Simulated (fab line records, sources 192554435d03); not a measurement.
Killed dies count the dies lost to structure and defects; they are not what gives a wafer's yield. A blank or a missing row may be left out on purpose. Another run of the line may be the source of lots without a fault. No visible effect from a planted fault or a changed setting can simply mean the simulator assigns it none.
fab line records -- flow n5_finfet
record lots=7, wafers=39
route steps=1938 shown DUMMY_GATE@228
start_h: the number of hours between the record's first day and the start of the first shown wafer of the lot -- wait_h: hours elapsed since this lot's preceding step -- " identical to the entry in the row above -- L1.1+2: several wafers, shown together as one row -- - no value, or no start given -- * or withheld: withheld -- < > ~ a bound
route shown NAME@n: NAME is a module with steps in the file, n the number in the route of the first one -- usual: the fault-free wafers' mean and standard deviation -- same: alike in all rows -- chamber/n: place in a boat -- sites: each site's reading -- _std_site: the values' standard deviation -- _edge_site: mean of outer sites minus mean of inner sites -- radius_mm: how far each site lies from the wafer's centre -- mask NAME#n: copy n -- behind: the last tool/chamber to shape the wafer -- hold: why the lot was held/for how many hours/how that ended -- device: the n, p or np transistor that did not switch -- end of line: the same wafers' tests at the end of the route -- a step with no rows: only its recipe -- killed: at the first sort, the dies lost to defects and structure; wafer yield is something else -- map: shows each die of a wafer: x if killed, . if not, _ if none is there
set.NAME: the setting that was run; set.NAME@STEP: the one run at that earlier step -- model.NAME: the simulator's own value behind a step, which no gauge read
lots run with intentionally changed settings; tables by step, rows by wafer
## steps
# step N5_DUMMY_GATE_EXPOSE_12
# recipe mask_id=GATE, na=0.33, source_shape=annular, sigma_inner=0.2, sigma_outer=0.6, polarization=unpolarized, target_cd_nm=25, dose_mj=34
lot.wafer,tool,chamber,start_h,wait_h,mask,set.dose_mj
L074.1+4+6,euv_scanner-02,0,46.78,-,GATE#0,34
L074.2+3+5,euv_scanner-02,0,46.78,-,GATE#0,36.06
L075.2+3+4,euv_scanner-02,0,51.49,-,GATE#0,34
L077.1+2+3+4+5+6,euv_scanner-01,0,63.29,-,GATE#0,34
L078.1+2+6,euv_scanner-01,0,74.07,-,GATE#0,35.97
L078.3+4+5,euv_scanner-01,0,74.07,-,GATE#0,34
L083.1+3+5,euv_scanner-01,0,101.08,-,GATE#0,31.77
L083.2+4+6,euv_scanner-01,0,101.08,-,GATE#0,34
L084.1+3+5,euv_scanner-01,0,110.03,-,GATE#0,32.13
L084.2+4+6,euv_scanner-01,0,110.03,-,GATE#0,34
L090.1+3+6,euv_scanner-02,0,143.03,-,GATE#0,36.16
L090.2+4+5,euv_scanner-02,0,143.03,-,GATE#0,34
# step N5_DUMMY_GATE_PEB_13
# recipe peb_temp_c=100, peb_time_s=60, resist=CAR-EUV
# step N5_DUMMY_GATE_DEVELOP_14
# recipe develop_time_s=30, developer=TMAH, resist=CAR-EUV, rinse_liquid=surfactant_rinse, dry=air_spin, dev_temp_c=23
# step N5_DUMMY_GATE_CD_MEAS_15
# recipe target_cd_nm=25.8, landing_energy_ev=500, detector=se_inlens
# usual cd_nm=24.97/0.24
lot.wafer,tool,chamber,start_h,wait_h,set.dose_mj@DUMMY_GATE_EXPOSE_12,cd_nm
L074.1,cd_sem-02,0,46.90,-,34,24.67
L074.2,cd_sem-02,0,46.90,-,36.06,24.12
L074.3,cd_sem-02,0,46.90,-,36.06,24.06
L074.4,cd_sem-02,0,46.90,-,34,24.88
L074.5,cd_sem-02,0,46.90,-,36.06,23.85
L074.6,cd_sem-02,0,46.90,-,34,24.78
L075.2,cd_sem-02,0,51.62,-,34,24.88
L075.3,cd_sem-02,0,51.62,-,34,25.08
L075.4,cd_sem-02,0,51.62,-,34,25.49
L077.1,cd_sem-01,0,63.41,-,34,25.24
L077.2,cd_sem-01,0,63.41,-,34,24.65
L077.3,cd_sem-01,0,63.41,-,34,24.85
L077.4,cd_sem-01,0,63.41,-,34,24.58
L077.5,cd_sem-01,0,63.41,-,34,24.96
L077.6,cd_sem-01,0,63.41,-,34,24.98
L078.1,cd_sem-03,0,74.20,-,35.97,24.08
L078.2,cd_sem-03,0,74.20,-,35.97,23.86
L078.3,cd_sem-03,0,74.20,-,34,25.09
L078.4,cd_sem-03,0,74.20,-,34,25.24
L078.5,cd_sem-03,0,74.20,-,34,24.84
L078.6,cd_sem-03,0,74.20,-,35.97,24.34
L083.1,cd_sem-01,0,101.20,-,31.77,26.12
L083.2,cd_sem-01,0,101.20,-,34,24.87
L083.3,cd_sem-01,0,101.20,-,31.77,26.24
L083.4,cd_sem-01,0,101.20,-,34,24.93
L083.5,cd_sem-01,0,101.20,-,31.77,26.16
L083.6,cd_sem-01,0,101.20,-,34,24.73
L084.1,cd_sem-03,0,110.16,-,32.13,25.63
L084.2,cd_sem-03,0,110.16,-,34,25.00
L084.3,cd_sem-03,0,110.16,-,32.13,26.03
L084.4,cd_sem-03,0,110.16,-,34,24.83
L084.5,cd_sem-03,0,110.16,-,32.13,26.02
L084.6,cd_sem-03,0,110.16,-,34,24.83
L090.1,cd_sem-03,0,143.15,-,36.16,23.69
L090.2,cd_sem-03,0,143.15,-,34,24.90
L090.3,cd_sem-03,0,143.15,-,36.16,23.84
L090.4,cd_sem-03,0,143.15,-,34,24.99
L090.5,cd_sem-03,0,143.15,-,34,24.75
L090.6,cd_sem-03,0,143.15,-,36.16,24.25
# step N5_DUMMY_GATE_ETCH_37
# recipe chemistry=N2/H2, target=SOC, target_depth_a=600, overetch_a=300, temp_c=40, ion_energy_ev=200, pressure_mtorr=30, source_w=840, bias_w=150, n2_flow_sccm=200, h2_flow_sccm=200
# usual rf_vpp_V=524.7/2.8
lot.wafer,tool,chamber,start_h,wait_h,set.source_w,rf_vpp_V
L074.1,rie_diel-01,3,47.34,0.0,886.6,512.2
L074.2,rie_diel-01,0,47.34,0.0,886.6,512.0
L074.3,rie_diel-01,1,47.34,0.0,840,526.0
L074.4,rie_diel-01,2,47.34,0.0,840,524.9
L074.5,rie_diel-01,0,47.34,0.0,886.6,510.5
L074.6,rie_diel-01,3,47.34,0.0,840,521.2
L075.2,rie_diel-01,1,52.66,0.0,840,525.4
L075.3,rie_diel-01,0,52.66,0.0,840,521.0
L075.4,rie_diel-01,2,52.66,0.0,840,526.1
L077.1,rie_diel-01,0,63.73,0.0,840,522.4
L077.2,rie_diel-01,2,63.73,0.0,840,528.1
L077.3,rie_diel-01,1,63.73,0.0,741.4,547.8
L077.4,rie_diel-01,3,63.73,0.0,741.4,542.5
L077.5,rie_diel-01,1,63.73,0.0,840,525.0
L077.6,rie_diel-01,2,63.73,0.0,741.4,548.1
L078.1,rie_diel-05,1,74.48,0.0,840,522.3
L078.2,rie_diel-05,3,74.48,0.0,724.1,552.9
L078.3,rie_diel-05,2,74.48,0.0,724.1,555.2
L078.4,rie_diel-05,0,74.48,0.0,724.1,555.8
L078.5,rie_diel-05,1,74.48,0.0,840,520.7
L078.6,rie_diel-05,0,74.48,0.0,840,527.2
L083.1,rie_diel-05,0,101.48,0.0,918.8,511.6
L083.2,rie_diel-05,3,101.48,0.0,918.8,511.2
L083.3,rie_diel-05,2,101.48,0.0,840,527.2
L083.4,rie_diel-05,1,101.48,0.0,918.8,507.1
L083.5,rie_diel-05,2,101.48,0.0,840,526.8
L083.6,rie_diel-05,3,101.48,0.0,840,526.8
L084.1,rie_diel-05,2,110.59,0.0,952.2,505.1
L084.2,rie_diel-05,3,110.59,0.0,952.2,503.1
L084.3,rie_diel-05,1,110.59,0.0,840,521.3
L084.4,rie_diel-05,0,110.59,0.0,840,529.3
L084.5,rie_diel-05,2,110.59,0.0,840,526.4
L084.6,rie_diel-05,1,110.59,0.0,952.2,499.4
L090.1,rie_diel-05,3,143.43,0.0,993.7,498.7
L090.2,rie_diel-05,1,143.43,0.0,840,518.5
L090.3,rie_diel-05,0,143.43,0.0,840,528.1
L090.4,rie_diel-05,2,143.43,0.0,840,529.1
L090.5,rie_diel-05,2,143.43,0.0,993.7,498.5
L090.6,rie_diel-05,3,143.43,0.0,993.7,497.4
# step N5_DUMMY_GATE_STRIP_38
# recipe chemistry=N2/H2, temp_c=40, n2_flow_sccm=200, h2_flow_sccm=200, rf_frequency_hz=6e+07
# step N5_DUMMY_GATE_STRIP_39
# recipe chemistry=N2/H2, temp_c=40, n2_flow_sccm=200, h2_flow_sccm=200, rf_frequency_hz=6e+07
# step N5_DUMMY_GATE_TRIM_49
# recipe chemistry=O2, resist=SOC, time_s=29, target_cd_nm=14, source_power_w=300, bias_power_w=0, O2_flow_sccm=100, temp_c=20
lot.wafer,tool,chamber,start_h,wait_h,set.dose_mj@DUMMY_GATE_EXPOSE_12,model.DUMMY_GATE.cd_nm
L074.1+4+6,rie_si-05,"0,1,1",47.42,0.0,34,14
L074.2,rie_si-05,3,47.42,0.0,36.06,12.4
L074.3,rie_si-05,2,47.42,0.0,36.06,12.8
L074.5,rie_si-05,0,47.42,0.0,36.06,12.6
L075.2+3,rie_si-05,"0,3",52.74,0.0,34,14
L075.4,rie_si-05,2,52.74,0.0,34,14.6
L077.1+5,rie_si-06,3,63.81,0.0,34,14
L077.2,rie_si-06,1,63.81,0.0,34,13.8
L077.3+4,rie_si-06,"0,2",63.81,0.0,34,14.2
L077.6,rie_si-06,2,63.81,0.0,34,14.4
L078.1,rie_si-06,0,74.56,0.0,35.97,13.4
L078.2,rie_si-06,1,74.56,0.0,35.97,12.6
L078.3,rie_si-06,2,74.56,0.0,34,14.4
L078.4+5,rie_si-06,"3,2",74.56,0.0,34,14.2
L078.6,rie_si-06,1,74.56,0.0,35.97,12.4
L083.1,rie_si-06,0,101.56,0.0,31.77,15.2
L083.2+6,rie_si-06,"3,2",101.56,0.0,34,13.6
L083.3,rie_si-06,2,101.56,0.0,31.77,15.4
L083.4,rie_si-06,1,101.56,0.0,34,13.4
L083.5,rie_si-06,1,101.56,0.0,31.77,14.8
L084.1+3,rie_si-06,"2,1",110.67,0.0,32.13,14.6
L084.2,rie_si-06,3,110.67,0.0,34,13.6
L084.4,rie_si-06,3,110.67,0.0,34,14
L084.5,rie_si-06,2,110.67,0.0,32.13,15.2
L084.6,rie_si-06,1,110.67,0.0,34,13.4
L090.1,rie_si-06,0,143.51,0.0,36.16,12.4
L090.2+4+5,rie_si-06,"1,2,2",143.51,0.0,34,13.6
L090.3,rie_si-06,3,143.51,0.0,36.16,12.8
L090.6,rie_si-06,1,143.51,0.0,36.16,11.6
# step N5_DUMMY_GATE_STRIP_40
# recipe chemistry=CF4, resist=SiARC, power_w=300, bias_power_w=75, pressure_mtorr=50, cf4_flow_sccm=150, rf_frequency_hz=6e+07
# step N5_DUMMY_GATE_CD_MEAS_50
# recipe target_cd_nm=14
# usual cd_nm=13.96/0.29
lot.wafer,tool,chamber,start_h,wait_h,set.dose_mj@DUMMY_GATE_EXPOSE_12,cd_nm
L074.1,cd_sem-03,-,47.62,0.0,34,14.33
L074.2,cd_sem-03,-,47.62,0.0,36.06,12.41
L074.3,cd_sem-03,-,47.62,0.0,36.06,13.04
L074.4,cd_sem-03,-,47.62,0.0,34,13.98
L074.5,cd_sem-03,-,47.62,0.0,36.06,12.75
L074.6,cd_sem-03,-,47.62,0.0,34,14.06
L075.2,cd_sem-03,-,52.89,0.0,34,14.30
L075.3,cd_sem-03,-,52.89,0.0,34,14.07
L075.4,cd_sem-03,-,52.89,0.0,34,14.61
L077.1,cd_sem-03,-,63.96,0.0,34,13.87
L077.2,cd_sem-03,-,63.96,0.0,34,13.65
L077.3,cd_sem-03,-,63.96,0.0,34,14.12
L077.4,cd_sem-03,-,63.96,0.0,34,14.24
L077.5,cd_sem-03,-,63.96,0.0,34,14.07
L077.6,cd_sem-03,-,63.96,0.0,34,14.58
L078.1,cd_sem-01,-,74.80,0.0,35.97,13.54
L078.2,cd_sem-01,-,74.80,0.0,35.97,12.14
L078.3,cd_sem-01,-,74.80,0.0,34,14.63
L078.4,cd_sem-01,-,74.80,0.0,34,14.42
L078.5,cd_sem-01,-,74.80,0.0,34,14.13
L078.6,cd_sem-01,-,74.80,0.0,35.97,12.20
L083.1,cd_sem-02,-,101.82,0.0,31.77,15.35
L083.2,cd_sem-02,-,101.82,0.0,34,13.94
L083.3,cd_sem-02,-,101.82,0.0,31.77,15.28
L083.4,cd_sem-02,-,101.82,0.0,34,13.53
L083.5,cd_sem-02,-,101.82,0.0,31.77,14.93
L083.6,cd_sem-02,-,101.82,0.0,34,13.71
L084.1,cd_sem-02,-,110.97,0.0,32.13,14.86
L084.2,cd_sem-02,-,110.97,0.0,34,13.65
L084.3,cd_sem-02,-,110.97,0.0,32.13,14.56
L084.4,cd_sem-02,-,110.97,0.0,34,14.12
L084.5,cd_sem-02,-,110.97,0.0,32.13,15.23
L084.6,cd_sem-02,-,110.97,0.0,34,13.18
L090.1,cd_sem-02,-,143.66,0.0,36.16,12.14
L090.2,cd_sem-02,-,143.66,0.0,34,13.78
L090.3,cd_sem-02,-,143.66,0.0,36.16,12.61
L090.4,cd_sem-02,-,143.66,0.0,34,13.58
L090.5,cd_sem-02,-,143.66,0.0,34,13.43
L090.6,cd_sem-02,-,143.66,0.0,36.16,11.55
# step N5_DUMMY_GATE_ETCH_31
# recipe chemistry=C4F6/O2, target=SiO2, mask_material=SOC, target_depth_a=825, time_s=27.5, ion_energy_ev=250, pressure_mtorr=30, source_w=345, bias_w=185, Ar_flow_sccm=300, C4F6_flow_sccm=10, O2_flow_sccm=10
lot.wafer,tool,chamber,start_h,wait_h,set.target_depth_a,model.etch.depth_nm,model.SOC_of_DUMMY_GATE_COAT_34.thk_nm
L074.1,rie_diel-01,3,47.67,0.0,854.3,86.27,51.4
L074.2,rie_diel-01,1,47.67,0.0,825,82.43,52
L074.3,rie_diel-01,0,47.67,0.0,854.3,85.42,51.4
L074.4,rie_diel-01,2,47.67,0.0,825,81.1,52.2
L074.5,rie_diel-01,3,47.67,0.0,825,83.04,51.6
L074.6,rie_diel-01,0,47.67,0.0,854.3,86.54,51.2
L075.2,rie_diel-01,2,52.94,0.0,825,80.36,52.2
L075.3,rie_diel-01,3,52.94,0.0,825,81.67,51.6
L075.4,rie_diel-01,1,52.94,0.0,825,81.82,51.8
L077.1,rie_diel-05,2,64.01,0.0,825,80.85,52
L077.2,rie_diel-05,3,64.01,0.0,925.3,92.85,50.6
L077.3,rie_diel-05,0,64.01,0.0,825,83.29,51.8
L077.4,rie_diel-05,1,64.01,0.0,825,80.45,52
L077.5,rie_diel-05,1,64.01,0.0,925.3,90.09,51
L077.6,rie_diel-05,0,64.01,0.0,925.3,93.41,50.8
L078.1,rie_diel-01,0,74.84,0.0,825,82.64,51.6
L078.2,rie_diel-01,1,74.84,0.0,825,83.74,51.6
L078.3,rie_diel-01,2,74.84,0.0,875.6,87.54,51.4
L078.4,rie_diel-01,3,74.84,0.0,875.6,88,51
L078.5,rie_diel-01,3,74.84,0.0,825,82.47,51.6
L078.6,rie_diel-01,0,74.84,0.0,875.6,86.97,51
L083.1,rie_diel-02,3,101.86,0.0,825,79.84,51.8
L083.2,rie_diel-02,1,101.86,0.0,825,83.99,51.6
L083.3,rie_diel-02,2,101.86,0.0,770.6,76.94,52.4
L083.4,rie_diel-02,0,101.86,0.0,770.6,79.54,51.8
L083.5,rie_diel-02,3,101.86,0.0,770.6,75.18,52.6
L083.6,rie_diel-02,0,101.86,0.0,825,84.53,51.4
L084.1,rie_diel-02,0,111.08,0.1,825,84.26,51.4
L084.2,rie_diel-02,1,111.08,0.1,858.8,86.29,51.4
L084.3,rie_diel-02,3,111.08,0.1,858.8,83.52,51.4
L084.4,rie_diel-02,2,111.08,0.1,858.8,85.75,51.6
L084.5,rie_diel-02,2,111.08,0.1,825,82.21,52
L084.6,rie_diel-02,1,111.08,0.1,825,82.99,51.4
L090.1,rie_diel-02,0,143.88,0.2,930.8,94.79,50.4
L090.2,rie_diel-02,3,143.88,0.2,930.8,90.2,50.8
L090.3,rie_diel-02,1,143.88,0.2,825,82.91,51.6
L090.4,rie_diel-02,2,143.88,0.2,930.8,91.7,51
L090.5,rie_diel-02,3,143.88,0.2,825,80.79,52
L090.6,rie_diel-02,2,143.88,0.2,825,81.18,52
# step N5_DUMMY_GATE_ETCH_32
# recipe chemistry=CF4, target=SiO2, target_depth_a=35, time_s=3.9, ion_energy_ev=350, pressure_mtorr=10, icp_w=800, bias_w=400, cf4_flow_sccm=80
lot.wafer,tool,chamber,start_h,wait_h,set.time_s,model.etch.depth_nm
L074.1,rie_si-06,0,47.92,0.1,3.9,3.472
L074.2,rie_si-06,3,47.92,0.1,3.9,3.405
L074.3,rie_si-06,1,47.92,0.1,3.598,3.338
L074.4,rie_si-06,2,47.92,0.1,3.9,3.461
L074.5,rie_si-06,3,47.92,0.1,3.598,3.172
L074.6,rie_si-06,2,47.92,0.1,3.598,3.221
L075.2,rie_si-06,2,53.18,0.1,3.9,3.495
L075.3,rie_si-06,0,53.18,0.1,3.9,3.455
L075.4,rie_si-06,1,53.18,0.1,3.9,3.609
L077.1,rie_si-05,2,64.26,0.1,3.9,3.419
L077.2,rie_si-05,3,64.26,0.1,4.719,4.043
L077.3,rie_si-05,1,64.26,0.1,4.719,4.171
L077.4,rie_si-05,0,64.26,0.1,3.9,3.461
L077.5,rie_si-05,2,64.26,0.1,3.9,3.397
L077.6,rie_si-05,3,64.26,0.1,4.719,4.025
L078.1,rie_si-05,0,75.09,0.1,3.9,3.539
L078.2,rie_si-05,2,75.09,0.1,3.9,3.473
L078.3,rie_si-05,1,75.09,0.1,4.418,3.976
L078.4,rie_si-05,3,75.09,0.1,3.9,3.428
L078.5,rie_si-05,3,75.09,0.1,4.418,3.877
L078.6,rie_si-05,2,75.09,0.1,4.418,3.903
L083.1,rie_si-06,2,102.12,0.1,4.814,4.243
L083.2,rie_si-06,0,102.12,0.1,3.9,3.416
L083.3,rie_si-06,3,102.12,0.1,4.814,4.186
L083.4,rie_si-06,1,102.12,0.1,3.9,3.563
L083.5,rie_si-06,2,102.12,0.1,3.9,3.455
L083.6,rie_si-06,1,102.12,0.1,4.814,4.43
L084.1,rie_si-05,1,111.32,0.1,3.45,3.095
L084.2,rie_si-05,3,111.32,0.1,3.9,3.395
L084.3,rie_si-05,0,111.32,0.1,3.45,3.086
L084.4,rie_si-05,2,111.32,0.1,3.45,3.047
L084.5,rie_si-05,0,111.32,0.1,3.9,3.45
L084.6,rie_si-05,1,111.32,0.1,3.9,3.501
L090.1,rie_si-01,1,144.13,0.1,3.9,3.355
L090.2,rie_si-01,2,144.13,0.1,3.9,3.451
L090.3,rie_si-01,3,144.13,0.1,3.9,3.573
L090.4,rie_si-01,3,144.13,0.1,3.9,3.574
L090.5,rie_si-01,2,144.13,0.1,3.9,3.424
L090.6,rie_si-01,1,144.13,0.1,3.9,3.353
# step N5_DUMMY_GATE_ETCH_23
# recipe chemistry=HBr/Cl2/O2, HBr_flow_sccm=150, Cl2_flow_sccm=80, O2_flow_sccm=12, bias_w=102, target_depth_a=410, time_s=22.3, target=poly-Si, mask_material=SiO2, pressure_mtorr=10, icp_w=800
# step N5_DUMMY_GATE_ETCH_44
# recipe chemistry=HBr/O2, over_etch_frac=0.7, target_depth_a=1275, stop_on=SiO2, ion_energy_ev=60, bias_w=20, target=poly-Si, mask_material=SiO2, pressure_mtorr=20, icp_w=400, HBr_flow_sccm=120, O2_flow_sccm=10
lot.wafer,tool,chamber,start_h,wait_h,set.dose_mj@DUMMY_GATE_EXPOSE_12,model.DUMMY_GATE.cd_nm
L074.1+4+6,rie_si-06,"0,2,2",48.01,0.0,34,15
L074.2,rie_si-06,3,48.01,0.0,36.06,13.4
L074.3,rie_si-06,1,48.01,0.0,36.06,13.8
L074.5,rie_si-06,3,48.01,0.0,36.06,13.6
L075.2,rie_si-06,2,53.27,0.0,34,15.2
L075.3,rie_si-06,0,53.27,0.0,34,14.6
L075.4,rie_si-06,1,53.27,0.0,34,15.4
L077.1+5,rie_si-05,2,64.34,0.0,34,15
L077.2,rie_si-05,3,64.34,0.0,34,14.8
L077.3+4,rie_si-05,"1,0",64.34,0.0,34,15.2
L077.6,rie_si-05,3,64.34,0.0,34,15.4
L078.1,rie_si-05,0,75.18,0.0,35.97,14.4
L078.2,rie_si-05,2,75.18,0.0,35.97,13.6
L078.3,rie_si-05,1,75.18,0.0,34,15.6
L078.4,rie_si-05,3,75.18,0.0,34,15.4
L078.5,rie_si-05,3,75.18,0.0,34,15.2
L078.6,rie_si-05,2,75.18,0.0,35.97,13.4
L083.1,rie_si-06,2,102.21,0.0,31.77,16.4
L083.2,rie_si-06,0,102.21,0.0,34,14.8
L083.3,rie_si-06,3,102.21,0.0,31.77,16.6
L083.4,rie_si-06,1,102.21,0.0,34,14.6
L083.5,rie_si-06,2,102.21,0.0,31.77,16.2
L083.6,rie_si-06,1,102.21,0.0,34,15
L084.1+3,rie_si-05,"1,0",111.41,0.0,32.13,16
L084.2,rie_si-05,3,111.41,0.0,34,14.6
L084.4,rie_si-05,2,111.41,0.0,34,15
L084.5,rie_si-05,0,111.41,0.0,32.13,16.4
L084.6,rie_si-05,1,111.41,0.0,34,14.2
L090.1,rie_si-01,1,144.22,0.0,36.16,13.4
L090.2,rie_si-01,2,144.22,0.0,34,14.8
L090.3,rie_si-01,3,144.22,0.0,36.16,13.8
L090.4+5,rie_si-01,"3,2",144.22,0.0,34,15
L090.6,rie_si-01,1,144.22,0.0,36.16,12.6
# step N5_DUMMY_GATE_CD_MEAS_24
# recipe target_cd_nm=15
# usual cd_nm=15.0/0.35
lot.wafer,tool,chamber,start_h,wait_h,set.dose_mj@DUMMY_GATE_EXPOSE_12,cd_nm
L074.1,cd_sem-03,-,48.12,0.1,34,14.9
L074.2,cd_sem-03,-,48.12,0.1,36.06,13.4
L074.3,cd_sem-03,-,48.12,0.1,36.06,14.1
L074.4,cd_sem-03,-,48.12,0.1,34,15.1
L074.5,cd_sem-03,-,48.12,0.1,36.06,13.6
L074.6,cd_sem-03,-,48.12,0.1,34,15.3
L075.2,cd_sem-02,-,53.38,0.1,34,15.1
L075.3,cd_sem-02,-,53.38,0.1,34,14.5
L075.4,cd_sem-02,-,53.38,0.1,34,15.3
L077.1,cd_sem-03,-,64.45,0.1,34,15.2
L077.2,cd_sem-03,-,64.45,0.1,34,14.5
L077.3,cd_sem-03,-,64.45,0.1,34,14.9
L077.4,cd_sem-03,-,64.45,0.1,34,15.4
L077.5,cd_sem-03,-,64.45,0.1,34,14.9
L077.6,cd_sem-03,-,64.45,0.1,34,15.7
L078.1,cd_sem-02,-,75.29,0.1,35.97,14.6
L078.2,cd_sem-02,-,75.29,0.1,35.97,13.2
L078.3,cd_sem-02,-,75.29,0.1,34,15.0
L078.4,cd_sem-02,-,75.29,0.1,34,15.2
L078.5,cd_sem-02,-,75.29,0.1,34,15.3
L078.6,cd_sem-02,-,75.29,0.1,35.97,13.1
L083.1,cd_sem-01,-,102.32,0.1,31.77,16.4
L083.2,cd_sem-01,-,102.32,0.1,34,14.7
L083.3,cd_sem-01,-,102.32,0.1,31.77,16.6
L083.4,cd_sem-01,-,102.32,0.1,34,14.8
L083.5,cd_sem-01,-,102.32,0.1,31.77,16.3
L083.6,cd_sem-01,-,102.32,0.1,34,14.9
L084.1,cd_sem-01,-,111.52,0.1,32.13,16.0
L084.2,cd_sem-01,-,111.52,0.1,34,14.7
L084.3,cd_sem-01,-,111.52,0.1,32.13,16.2
L084.4,cd_sem-01,-,111.52,0.1,34,15.3
L084.5,cd_sem-01,-,111.52,0.1,32.13,16.2
L084.6,cd_sem-01,-,111.52,0.1,34,14.1
L090.1,cd_sem-03,-,144.33,0.1,36.16,13.3
L090.2,cd_sem-03,-,144.33,0.1,34,15.0
L090.3,cd_sem-03,-,144.33,0.1,36.16,13.6
L090.4,cd_sem-03,-,144.33,0.1,34,14.8
L090.5,cd_sem-03,-,144.33,0.1,34,15.0
L090.6,cd_sem-03,-,144.33,0.1,36.16,12.3
## key
split step=N5_DUMMY_GATE_EXPOSE_12, setting=dose_mj, stated=34, by=wafer
response step=N5_DUMMY_GATE_CD_MEAS_15, reading=cd_nm, change=-0.166, per=1%, r=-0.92
response step=N5_DUMMY_GATE_TRIM_49, reading=model.DUMMY_GATE.cd_nm, change=-0.229, per=1%, r=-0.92
response step=N5_DUMMY_GATE_CD_MEAS_50, reading=cd_nm, change=-0.242, per=1%, r=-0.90
response step=N5_DUMMY_GATE_ETCH_44, reading=model.DUMMY_GATE.cd_nm, change=-0.257, per=1%, r=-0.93
response step=N5_DUMMY_GATE_CD_MEAS_24, reading=cd_nm, change=-0.258, per=1%, r=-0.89
split step=N5_DUMMY_GATE_ETCH_37, setting=source_w, stated=840, by=wafer
response step=N5_DUMMY_GATE_ETCH_37, reading=rf_vpp_V, change=-1.78, per=1%, r=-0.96
split step=N5_DUMMY_GATE_ETCH_31, setting=target_depth_a, stated=825, by=wafer
response step=N5_DUMMY_GATE_ETCH_31, reading=model.etch.depth_nm, change=+0.831, per=1%, r=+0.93
response step=N5_DUMMY_GATE_ETCH_31, reading=model.SOC_of_DUMMY_GATE_COAT_34.thk_nm, change=-0.0905, per=1%, r=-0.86
split step=N5_DUMMY_GATE_ETCH_32, setting=time_s, stated=3.9, by=wafer
response step=N5_DUMMY_GATE_ETCH_32, reading=model.etch.depth_nm, change=+0.0326, per=1%, r=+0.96
